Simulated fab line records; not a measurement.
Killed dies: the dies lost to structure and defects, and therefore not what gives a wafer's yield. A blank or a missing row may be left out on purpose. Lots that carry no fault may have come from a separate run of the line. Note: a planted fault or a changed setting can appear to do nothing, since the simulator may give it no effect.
Which of the tools did it?	flow n5-finfet	72 wafers from 24 lots sampled at 6 of the route's 1938 steps

## WHAT EACH GAUGE READ, for each wafer
The record holds no reading of a measuring or inspecting step that can be judged against a usual standard deviation.

## TOOL THAT RAN EACH LOT (tool first, then ch and the chambers of the sampled wafers, then the start)
lot	N5_BEOL_M4_PRE_CLEAN_45	N5_BEOL_M4_SPUTTER_79	N5_BEOL_M4_SPUTTER_92	N5_BEOL_M5_ETCH_61	N5_BEOL_M5_STRIP_91	N5_BEOL_M5_PRE_CLEAN_45
L074	pvd-sputter-01, day 7 18:28	pvd-sputter-03, day 7 19:33	pvd-sputter-03, day 7 20:39	rie-diel-05 ch 2,3, day 8 02:43	rie-diel-02 ch 2,3, day 8 06:31 or earlier	pvd-sputter-01, day 8 06:31
L075	pvd-sputter-03, day 7 21:38	pvd-sputter-03, day 8 00:45	pvd-sputter-03, day 8 01:51	rie-diel-04 ch 1,3, day 8 08:35	rie-diel-02 ch 0,1, day 8 11:41 or earlier	pvd-sputter-03, day 8 11:41
L077	pvd-sputter-01, day 8 11:37	pvd-sputter-03, day 8 12:28	pvd-sputter-03, day 8 13:34	rie-diel-04 ch 0,1,3, day 8 17:45	rie-diel-02 ch 1,2,3, day 8 20:08 or earlier	pvd-sputter-01, day 8 20:08
L078	pvd-sputter-02, day 8 13:24	pvd-sputter-03, day 8 14:32	pvd-sputter-03, day 8 15:38	rie-diel-02 ch 0,2,3, day 8 20:44	rie-diel-04 ch 0,2,3, day 8 22:58 or earlier	pvd-sputter-02, day 8 22:58
L079	pvd-sputter-02, day 8 20:11	pvd-sputter-02, day 8 21:14	pvd-sputter-02, day 8 22:20	rie-diel-02 ch 0,1,3, day 9 02:28	rie-diel-05 ch 1,3, day 9 05:49 or earlier	pvd-sputter-01, day 9 05:49
L080	pvd-sputter-01, day 9 01:25	pvd-sputter-01, day 9 04:07	pvd-sputter-01, day 9 05:13	rie-diel-05 ch 2,3, day 9 10:38	rie-diel-05 ch 2,3, day 9 14:05 or earlier	pvd-sputter-03, day 9 14:05
L081	pvd-sputter-03, day 9 01:27	pvd-sputter-02, day 9 04:10	pvd-sputter-02, day 9 05:16	rie-diel-04 ch 1,3, day 9 11:34	rie-diel-04 ch 0,1,3, day 9 14:35 or earlier	pvd-sputter-03, day 9 14:35
L082	pvd-sputter-01, day 9 14:19	pvd-sputter-01, day 9 15:11	pvd-sputter-01, day 9 16:17	rie-diel-04 ch 0,2, day 9 20:28	rie-diel-02 ch 1,2, day 9 22:56 or earlier	pvd-sputter-02, day 9 22:56
L083	pvd-sputter-03, day 10 01:05	pvd-sputter-02, day 10 02:01	pvd-sputter-02, day 10 03:07	rie-diel-04 ch 0,3, day 10 08:27	rie-diel-04 ch 0,2,3, day 10 11:13 or earlier	pvd-sputter-01, day 10 11:13
L084	pvd-sputter-01, day 10 07:32	pvd-sputter-03, day 10 08:30	pvd-sputter-03, day 10 09:36	rie-diel-05 ch 0,3, day 10 15:22	rie-diel-02 ch 0,3, day 10 19:30 or earlier	pvd-sputter-01, day 10 19:30
L085	pvd-sputter-01, day 10 07:37	pvd-sputter-02, day 10 08:55	pvd-sputter-02, day 10 15:19	rie-diel-04 ch 0,1,3, day 10 21:08	rie-diel-04 ch 2,3, day 11 01:29 or earlier	pvd-sputter-02, day 11 01:29
L086	pvd-sputter-01, day 10 16:54	pvd-sputter-02, day 10 18:41	pvd-sputter-02, day 10 19:47	rie-diel-02 ch 0,2,3, day 11 01:10	rie-diel-04 ch 0,1,2, day 11 04:57 or earlier	pvd-sputter-01, day 11 04:57
L087	pvd-sputter-03, day 11 01:19	pvd-sputter-02, day 11 02:08	pvd-sputter-02, day 11 03:14	rie-diel-04 ch 0,1,2, day 11 08:48	rie-diel-04 ch 0,1,2, day 11 11:46 or earlier	pvd-sputter-01, day 11 11:46
L088	pvd-sputter-02, day 11 08:44	pvd-sputter-03, day 11 09:44	pvd-sputter-03, day 11 10:50	rie-diel-04 ch 0,1,2, day 11 17:41	rie-diel-04 ch 0,1,2, day 12 00:35 or earlier	pvd-sputter-02, day 12 00:35
L089	pvd-sputter-03, day 11 11:47	pvd-sputter-02, day 11 12:38	pvd-sputter-02, day 11 13:44	rie-diel-05 ch 0,2,3, day 11 18:11	rie-diel-04 ch 1,2, day 12 01:07 or earlier	pvd-sputter-03, day 12 01:07
L090	pvd-sputter-02, day 11 11:47	pvd-sputter-03, day 11 12:56	pvd-sputter-03, day 11 14:02	rie-diel-04 ch 0,1,2, day 11 18:17	rie-diel-05 ch 0,1,2, day 12 00:32 or earlier	pvd-sputter-03, day 12 00:32
L091	pvd-sputter-03, day 12 06:51	pvd-sputter-02, day 12 09:15	pvd-sputter-02, day 12 10:21	rie-diel-02 ch 1,2,3, day 12 15:49	rie-diel-05 ch 1,2,3, day 12 18:16 or earlier	pvd-sputter-03, day 12 18:16
L092	pvd-sputter-02, day 12 13:20	pvd-sputter-02, day 12 14:14	pvd-sputter-02, day 12 15:20	rie-diel-05 ch 1,3, day 12 21:46	rie-diel-02 ch 1,2,3, day 13 00:34 or earlier	pvd-sputter-02, day 13 00:34
L093	pvd-sputter-03, day 12 15:00	pvd-sputter-01, day 12 15:49	pvd-sputter-01, day 12 16:55	rie-diel-05 ch 2,3, day 12 22:33	rie-diel-04 ch 0,1, day 13 01:01 or earlier	pvd-sputter-01, day 13 01:01
L094	pvd-sputter-02, day 13 12:18	pvd-sputter-03, day 13 13:58	pvd-sputter-03, day 13 15:04	rie-diel-02 ch 0,3, day 13 20:29	rie-diel-02 ch 0,2,3, day 14 01:25 or earlier	pvd-sputter-02, day 14 01:25
L076	pvd-sputter-03, day 13 15:47	pvd-sputter-01, day 13 16:56	pvd-sputter-01, day 13 18:02	rie-diel-05 ch 1,2,3, day 13 23:08	rie-diel-02 ch 0,2,3, day 14 02:14 or earlier	pvd-sputter-01, day 14 02:14
L095	pvd-sputter-01, day 13 16:01	pvd-sputter-03, day 13 18:25	pvd-sputter-03, day 13 19:31	rie-diel-04 ch 1,3, day 13 23:32	rie-diel-05 ch 0,2, day 14 05:10 or earlier	pvd-sputter-03, day 14 05:10
L097	pvd-sputter-03, day 14 13:12	pvd-sputter-03, day 14 14:06	pvd-sputter-03, day 14 15:12	rie-diel-02 ch 0,2, day 14 20:17	rie-diel-02 ch 2,3, day 14 22:52 or earlier	pvd-sputter-03, day 14 22:52
L096	pvd-sputter-03, day 15 02:11	pvd-sputter-02, day 15 03:01	pvd-sputter-02, day 15 04:07	rie-diel-05 ch 0,2,3, day 15 10:13	rie-diel-05 ch 0,1,2, day 15 14:05 or earlier	pvd-sputter-03, day 15 14:05
- N5_BEOL_M4_PRE_CLEAN_45: time 30 s.
- N5_BEOL_M4_SPUTTER_79: material Cu, target thk 4.5 nm, time 8.29 s.
- N5_BEOL_M4_SPUTTER_92: material Cu, target thk 4.5 nm, time 8.29 s.
- N5_BEOL_M5_ETCH_61: etches SiARC in CF4, target depth 15.6 nm, time 26 s.
- N5_BEOL_M5_STRIP_91: strips in N2/H2, time 10 s.
- N5_BEOL_M5_PRE_CLEAN_45: time 30 s.

## WHAT THE TOOLS THEMSELVES READ (means of the sampled wafers that have a number; where no wafer has one, the mark that the record gives instead)
N5_BEOL_M4_PRE_CLEAN_45.
lot	tool	heater-power-w (W)
L074	pvd-sputter-01	307
L075	pvd-sputter-03	316
L077	pvd-sputter-01	328
L078	pvd-sputter-02	316
L079	pvd-sputter-02	324
L080	pvd-sputter-01	315
L081	pvd-sputter-03	335
L082	pvd-sputter-01	333
L083	pvd-sputter-03	318
L084	pvd-sputter-01	329
L085	pvd-sputter-01	329
L086	pvd-sputter-01	329
L087	pvd-sputter-03	332
L088	pvd-sputter-02	307
L089	pvd-sputter-03	342
L090	pvd-sputter-02	327
L091	pvd-sputter-03	317
L092	pvd-sputter-02	317
L093	pvd-sputter-03	333
L094	pvd-sputter-02	317
L076	pvd-sputter-03	344
L095	pvd-sputter-01	340
L097	pvd-sputter-03	317
L096	pvd-sputter-03	322

N5_BEOL_M4_SPUTTER_79.
lot	tool	chuck-gas-flow-sccm (sccm)	throttle-valve-pct (%)
L074	pvd-sputter-03	1.27	29.0
L075	pvd-sputter-03	1.21	29.3
L077	pvd-sputter-03	1.23	28.2
L078	pvd-sputter-03	1.22	28.3
L079	pvd-sputter-02	1.26	29.8
L080	pvd-sputter-01	1.26	29.9
L081	pvd-sputter-02	1.32	30.2
L082	pvd-sputter-01	1.26	29.8
L083	pvd-sputter-02	1.23	30.2
L084	pvd-sputter-03	1.25	28.2
L085	pvd-sputter-02	1.25	31.2
L086	pvd-sputter-02	1.25	30.4
L087	pvd-sputter-02	1.27	30.2
L088	pvd-sputter-03	1.26	28.2
L089	pvd-sputter-02	1.33	29.7
L090	pvd-sputter-03	1.28	28.5
L091	pvd-sputter-02	1.25	30.2
L092	pvd-sputter-02	1.27	30.5
L093	pvd-sputter-01	1.23	30.6
L094	pvd-sputter-03	1.24	29.3
L076	pvd-sputter-01	1.26	29.9
L095	pvd-sputter-03	1.24	28.2
L097	pvd-sputter-03	1.25	29.0
L096	pvd-sputter-02	1.29	30.3

N5_BEOL_M4_SPUTTER_92.
lot	tool	chuck-gas-flow-sccm (sccm)	throttle-valve-pct (%)
L074	pvd-sputter-03	1.24	29.3
L075	pvd-sputter-03	1.25	29.2
L077	pvd-sputter-03	1.31	28.2
L078	pvd-sputter-03	1.26	28.2
L079	pvd-sputter-02	1.25	29.6
L080	pvd-sputter-01	1.25	30.2
L081	pvd-sputter-02	1.25	30.4
L082	pvd-sputter-01	1.25	29.8
L083	pvd-sputter-02	1.24	30.2
L084	pvd-sputter-03	1.26	28.1
L085	pvd-sputter-02	1.26	31.0
L086	pvd-sputter-02	1.28	30.3
L087	pvd-sputter-02	1.26	30.4
L088	pvd-sputter-03	1.26	28.3
L089	pvd-sputter-02	1.24	29.8
L090	pvd-sputter-03	1.30	28.4
L091	pvd-sputter-02	1.24	30.1
L092	pvd-sputter-02	1.25	30.3
L093	pvd-sputter-01	1.27	30.8
L094	pvd-sputter-03	1.25	29.3
L076	pvd-sputter-01	1.25	30.0
L095	pvd-sputter-03	1.25	28.2
L097	pvd-sputter-03	1.23	29.0
L096	pvd-sputter-02	1.22	30.5

N5_BEOL_M5_ETCH_61.
lot	tool	drypump-motor-current-A (A)	etch-rf-on-time-s (s)	mfc-ar-sccm (sccm)	oes-product-au (a.u.)	rf-fwd-power-W (W)	rf-vpp-V (V)	showerhead-plenum-p-Torr (Torr)	throttle-valve-pct (%)
L074	rie-diel-05	5.6	26.0	100.4	0.64	532.7	183.9	2.05	15.74
L075	rie-diel-04	5.1	27.5	100.1	0.61	538.4	185.5	2.20	15.79
L077	rie-diel-04	5.3	26.5	100.0	0.61	532.8	184.8	2.19	15.73
L078	rie-diel-02	5.6	25.6	100.2	0.70	535.0	185.2	2.23	15.64
L079	rie-diel-02	5.8	25.9	99.8	0.73	534.5	184.6	2.21	15.69
L080	rie-diel-05	5.6	25.9	100.2	0.64	532.1	182.9	2.05	15.78
L081	rie-diel-04	5.3	27.2	99.8	0.59	532.8	183.8	2.15	15.89
L082	rie-diel-04	5.3	25.7	99.8	0.67	530.8	184.6	2.22	15.60
L083	rie-diel-04	5.4	25.7	100.0	0.60	533.1	184.5	2.14	15.84
L084	rie-diel-05	5.1	25.7	99.9	0.75	535.3	184.9	2.15	15.71
L085	rie-diel-04	5.3	26.8	100.0	0.60	534.1	184.8	2.18	15.77
L086	rie-diel-02	5.7	25.6	100.1	0.68	534.5	183.4	2.23	15.66
L087	rie-diel-04	5.1	26.3	100.0	0.67	533.4	185.0	2.21	15.66
L088	rie-diel-04	5.2	26.8	99.9	0.66	531.6	184.0	2.21	15.67
L089	rie-diel-05	5.3	25.7	99.9	0.68	535.0	183.0	2.09	15.77
L090	rie-diel-04	5.2	26.5	100.0	0.66	533.8	184.7	2.21	15.68
L091	rie-diel-02	5.8	25.7	99.7	0.69	533.4	184.2	2.22	15.72
L092	rie-diel-05	5.9	26.2	99.9	0.65	533.4	183.8	2.12	15.73
L093	rie-diel-05	5.6	26.1	100.1	0.62	534.7	182.1	2.04	15.81
L094	rie-diel-02	5.6	26.0	100.1	0.68	536.0	185.1	2.20	15.74
L076	rie-diel-05	5.7	25.9	100.2	0.63	533.8	183.5	2.08	15.79
L095	rie-diel-04	5.1	27.4	100.2	0.66	535.5	184.8	2.19	15.71
L097	rie-diel-02	5.6	25.9	99.9	0.62	531.4	185.3	2.19	15.75
L096	rie-diel-05	5.3	26.3	99.9	0.65	535.1	183.3	2.08	15.81

N5_BEOL_M5_STRIP_91.
lot	tool	drypump-motor-current-A (A)	oes-product-au (a.u.)	rf-vpp-V (V)	showerhead-plenum-p-Torr (Torr)	throttle-valve-pct (%)
L074	rie-diel-02	5.7	0.87	59.6	2.70	23.5
L075	rie-diel-02	5.7	0.82	59.3	2.57	23.9
L077	rie-diel-02	5.8	0.86	59.2	2.65	23.7
L078	rie-diel-04	5.3	0.77	59.4	2.58	23.7
L079	rie-diel-05	5.9	0.78	58.6	2.52	24.0
L080	rie-diel-05	5.6	0.74	59.2	2.42	23.7
L081	rie-diel-04	5.3	0.71	59.6	2.59	23.7
L082	rie-diel-02	5.8	0.79	60.1	2.63	23.8
L083	rie-diel-04	5.3	0.76	59.3	2.58	23.7
L084	rie-diel-02	5.6	0.85	60.2	2.66	23.7
L085	rie-diel-04	5.1	0.80	59.2	2.56	23.7
L086	rie-diel-04	5.2	0.78	60.2	2.61	23.6
L087	rie-diel-04	5.2	0.77	59.8	2.61	23.6
L088	rie-diel-04	5.1	0.77	59.2	2.61	23.6
L089	rie-diel-04	5.0	0.78	59.5	2.61	23.7
L090	rie-diel-05	5.6	0.81	59.7	2.53	24.2
L091	rie-diel-05	5.7	0.75	58.7	2.46	23.8
L092	rie-diel-02	5.9	0.81	59.5	2.64	23.8
L093	rie-diel-04	5.3	0.71	59.3	2.62	23.6
L094	rie-diel-02	5.6	0.78	59.5	2.63	23.7
L076	rie-diel-02	5.7	0.78	59.2	2.63	23.7
L095	rie-diel-05	5.5	0.78	58.7	2.48	24.1
L097	rie-diel-02	5.8	0.81	60.4	2.68	23.6
L096	rie-diel-05	5.6	0.78	58.8	2.52	24.3

N5_BEOL_M5_PRE_CLEAN_45.
lot	tool	heater-power-w (W)
L074	pvd-sputter-01	334
L075	pvd-sputter-03	292
L077	pvd-sputter-01	329
L078	pvd-sputter-02	326
L079	pvd-sputter-01	323
L080	pvd-sputter-03	339
L081	pvd-sputter-03	310
L082	pvd-sputter-02	316
L083	pvd-sputter-01	326
L084	pvd-sputter-01	321
L085	pvd-sputter-02	338
L086	pvd-sputter-01	322
L087	pvd-sputter-01	312
L088	pvd-sputter-02	330
L089	pvd-sputter-03	339
L090	pvd-sputter-03	348
L091	pvd-sputter-03	314
L092	pvd-sputter-02	314
L093	pvd-sputter-01	326
L094	pvd-sputter-02	316
L076	pvd-sputter-01	313
L095	pvd-sputter-03	309
L097	pvd-sputter-03	345
L096	pvd-sputter-03	321

## THE ANSWER, worked out from the rows above alone
Rule: the usual values come from the lots themselves. Put in order of their means at a reading, lots are off if they are a third of the lots or fewer, leave a main group of 4 or more, and stand apart from it by a gap of 3 or more times the standard deviation of the main group's means; of several such gaps the widest counts. A main group whose means are all the same, to the digits that the tables above print for the reading, isn't used. Also off: a lot with no number at a reading for which 4 or more lots have one. Where the step has rows for the other lots, those lots are counted as sound. The gauges are gone through in route order, then the tools' own readings, and for those a lot's mean is taken as printed above. The first step at which some lot is off is used, and at that step the reading that is off furthest; a lot without a number counts as furthest.
No lot is off at any reading shown: from this, nothing can be told.

## WHAT THE SIMULATOR HAD PUT IN
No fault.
